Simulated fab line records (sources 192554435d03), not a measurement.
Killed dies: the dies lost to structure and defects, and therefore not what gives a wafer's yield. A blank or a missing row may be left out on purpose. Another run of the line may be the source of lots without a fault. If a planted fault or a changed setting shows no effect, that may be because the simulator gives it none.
Matching of chambers / flow n5Finfet / N5_MOL_CONTACT_COAG_ETCHBACK_136 on rieDiel-03 has 4 sister chambers
The step etches SiO2 in CHF3, target depth 25 nm, time 16.7 s. 22 wafers are shown with their chamber, then 11 later ones without.

== WAFERS, EACH WITH ITS CHAMBER ==
wafer=L074.1; chamber=2; showerheadPlenumPTorr (Torr)=2.47; drypumpMotorCurrentA (A)=5.97; rfVppV (V)=523
wafer=L074.4; chamber=1; showerheadPlenumPTorr (Torr)=2.31; drypumpMotorCurrentA (A)=5.78; rfVppV (V)=498
wafer=L074.6; chamber=2; showerheadPlenumPTorr (Torr)=2.47; drypumpMotorCurrentA (A)=5.95; rfVppV (V)=523
wafer=L076.2; chamber=1; showerheadPlenumPTorr (Torr)=2.31; drypumpMotorCurrentA (A)=5.78; rfVppV (V)=500
wafer=L076.4; chamber=0; showerheadPlenumPTorr (Torr)=2.36; drypumpMotorCurrentA (A)=5.53; rfVppV (V)=504
wafer=L076.6; chamber=1; showerheadPlenumPTorr (Torr)=2.31; drypumpMotorCurrentA (A)=5.77; rfVppV (V)=501
wafer=L077.2; chamber=0; showerheadPlenumPTorr (Torr)=2.36; drypumpMotorCurrentA (A)=5.51; rfVppV (V)=502
wafer=L077.3; chamber=3; showerheadPlenumPTorr (Torr)=2.31; drypumpMotorCurrentA (A)=5.64; rfVppV (V)=514
wafer=L077.5; chamber=3; showerheadPlenumPTorr (Torr)=2.31; drypumpMotorCurrentA (A)=5.65; rfVppV (V)=514
wafer=L080.2; chamber=2; showerheadPlenumPTorr (Torr)=2.46; drypumpMotorCurrentA (A)=5.95; rfVppV (V)=522
wafer=L080.4; chamber=3; showerheadPlenumPTorr (Torr)=2.31; drypumpMotorCurrentA (A)=5.66; rfVppV (V)=513
wafer=L080.5; chamber=3; showerheadPlenumPTorr (Torr)=2.31; drypumpMotorCurrentA (A)=5.65; rfVppV (V)=514
wafer=L079.4; chamber=0; showerheadPlenumPTorr (Torr)=2.36; drypumpMotorCurrentA (A)=5.54; rfVppV (V)=502
wafer=L079.5; chamber=2; showerheadPlenumPTorr (Torr)=2.46; drypumpMotorCurrentA (A)=5.96; rfVppV (V)=523
wafer=L079.6; chamber=3; showerheadPlenumPTorr (Torr)=2.31; drypumpMotorCurrentA (A)=5.65; rfVppV (V)=514
wafer=L085.2; chamber=0; showerheadPlenumPTorr (Torr)=2.35; drypumpMotorCurrentA (A)=5.52; rfVppV (V)=503
wafer=L085.3; chamber=3; showerheadPlenumPTorr (Torr)=2.31; drypumpMotorCurrentA (A)=5.68; rfVppV (V)=513
wafer=L085.4; chamber=1; showerheadPlenumPTorr (Torr)=2.31; drypumpMotorCurrentA (A)=5.79; rfVppV (V)=499
wafer=L087.1; chamber=2; showerheadPlenumPTorr (Torr)=2.46; drypumpMotorCurrentA (A)=5.96; rfVppV (V)=523
wafer=L087.2; chamber=1; showerheadPlenumPTorr (Torr)=2.31; drypumpMotorCurrentA (A)=5.77; rfVppV (V)=501
wafer=L087.6; chamber=2; showerheadPlenumPTorr (Torr)=2.46; drypumpMotorCurrentA (A)=5.97; rfVppV (V)=522
wafer=L089.1; chamber=3; showerheadPlenumPTorr (Torr)=2.31; drypumpMotorCurrentA (A)=5.65; rfVppV (V)=514

SIGNATURES, as means of the wafers listed above
reading=showerheadPlenumPTorr; chamber 0=2.3575; chamber 1=2.3100; chamber 2=2.4633; chamber 3=2.3100; scatter within a chamber=0.0034
reading=drypumpMotorCurrentA; chamber 0=5.5250; chamber 1=5.7780; chamber 2=5.9600; chamber 3=5.6543; scatter within a chamber=0.0109
reading=rfVppV; chamber 0=502.75; chamber 1=499.80; chamber 2=522.67; chamber 3=513.71; scatter within a chamber=0.827
Rule: a wafer's distance from a chamber is the root of the sum, over the readings, of the square of ((its reading less the chamber's mean) divided by the reading's scatter). If the next closest chamber is less than 2 further off than the closest, the wafer can't be placed; otherwise it belongs to the closest. The scatter is the square root of a quotient: the sum, over the shown wafers, of each reading's squared deviation from its chamber's mean, divided by wafers minus chambers.

== WAFERS MISSING THEIR CHAMBER ==
wafer=L089.2; showerheadPlenumPTorr (Torr)=2.30; drypumpMotorCurrentA (A)=5.77; rfVppV (V)=498
wafer=L089.4; showerheadPlenumPTorr (Torr)=2.46; drypumpMotorCurrentA (A)=5.98; rfVppV (V)=521
wafer=L093.2; showerheadPlenumPTorr (Torr)=2.30; drypumpMotorCurrentA (A)=5.76; rfVppV (V)=498
wafer=L093.3; showerheadPlenumPTorr (Torr)=2.35; drypumpMotorCurrentA (A)=5.51; rfVppV (V)=503
wafer=L093.6; showerheadPlenumPTorr (Torr)=2.45; drypumpMotorCurrentA (A)=5.94; rfVppV (V)=522
wafer=L094.2; showerheadPlenumPTorr (Torr)=2.30; drypumpMotorCurrentA (A)=5.76; rfVppV (V)=500
wafer=L094.3; showerheadPlenumPTorr (Torr)=2.30; drypumpMotorCurrentA (A)=5.66; rfVppV (V)=513
wafer=L094.4; showerheadPlenumPTorr (Torr)=2.45; drypumpMotorCurrentA (A)=5.96; rfVppV (V)=522
wafer=L096.1; showerheadPlenumPTorr (Torr)=2.30; drypumpMotorCurrentA (A)=5.78; rfVppV (V)=499
wafer=L096.2; showerheadPlenumPTorr (Torr)=2.30; drypumpMotorCurrentA (A)=5.69; rfVppV (V)=514
wafer=L096.5; showerheadPlenumPTorr (Torr)=2.30; drypumpMotorCurrentA (A)=5.78; rfVppV (V)=498

== CHAMBER TAKEN BY EACH ==
wafer=L089.2; from the rows above=1; in truth=1
wafer=L089.4; from the rows above=2; in truth=2
wafer=L093.2; from the rows above=1; in truth=1
wafer=L093.3; from the rows above=0; in truth=0
wafer=L093.6; from the rows above=2; in truth=2
wafer=L094.2; from the rows above=1; in truth=1
wafer=L094.3; from the rows above=3; in truth=3
wafer=L094.4; from the rows above=2; in truth=2
wafer=L096.1; from the rows above=1; in truth=1
wafer=L096.2; from the rows above=3; in truth=3
wafer=L096.5; from the rows above=1; in truth=1
Placed correctly: 11 of 11. Number that these rows cannot place: 0. Placed wrongly: 0.
